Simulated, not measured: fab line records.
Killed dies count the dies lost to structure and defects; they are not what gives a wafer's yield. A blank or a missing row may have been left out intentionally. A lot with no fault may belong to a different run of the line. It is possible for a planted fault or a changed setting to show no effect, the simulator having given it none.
Chamber matching    flow nand harc    pecvd-04 running NHARC_P_BONDPAD_DEP_00: 3 sister chambers
The step deposits SiCN, target thk 250 nm. 6 wafers are shown with their chamber, then 7 later ones without.

WAFERS PAIRED WITH THEIR CHAMBERS
wafer   chamber  heater power w (W)  susceptor temp C (C)
L078.2  0        525                 369.74
L078.6  2        579                 370.21
L075.1  0        609                 370.12
L075.3  1        482                 370.33
L081.2  1        496                 370.14
L081.3  2        590                 370.23

WAFERS WITHOUT THEIR CHAMBER
wafer   heater power w (W)  susceptor temp C (C)
L081.5  498                 369.95
L092.2  511                 369.73
L092.3  612                 370.11
L092.4  487                 370.28
L093.3  514                 370.18
L093.5  413                 370.20
L093.6  585                 370.27

EACH ONE'S CHAMBER
wafer    from the rows above            in truth
L081.5   can't be placed: 1 or 0 or 2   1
L092.2   can't be placed: 0 or 1 or 2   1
L092.3   can't be placed: 2 or 0        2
L092.4   1                              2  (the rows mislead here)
L093.3   can't be placed: 1 or 2 or 0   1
L093.5   1                              1
L093.6   can't be placed: 2 or 0        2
1 of 7 placed correctly. Not placeable from these rows: 5 (in 5, the candidates include the true chamber). 1 placed wrongly.
How it was worked out, from the rows above alone: a wafer's distance from a chamber is the root of the sum, over the readings, of the square of ((its reading less the chamber's mean) divided by the reading's scatter). If the next closest chamber is less than 2 further off than the closest, the wafer can't be placed; otherwise it belongs to the closest. Each chamber's mean is taken over the wafers shown for it. The scatter is the square root of a quotient: the sum, over the shown wafers, of each reading's squared deviation from its chamber's mean, divided by wafers minus chambers.
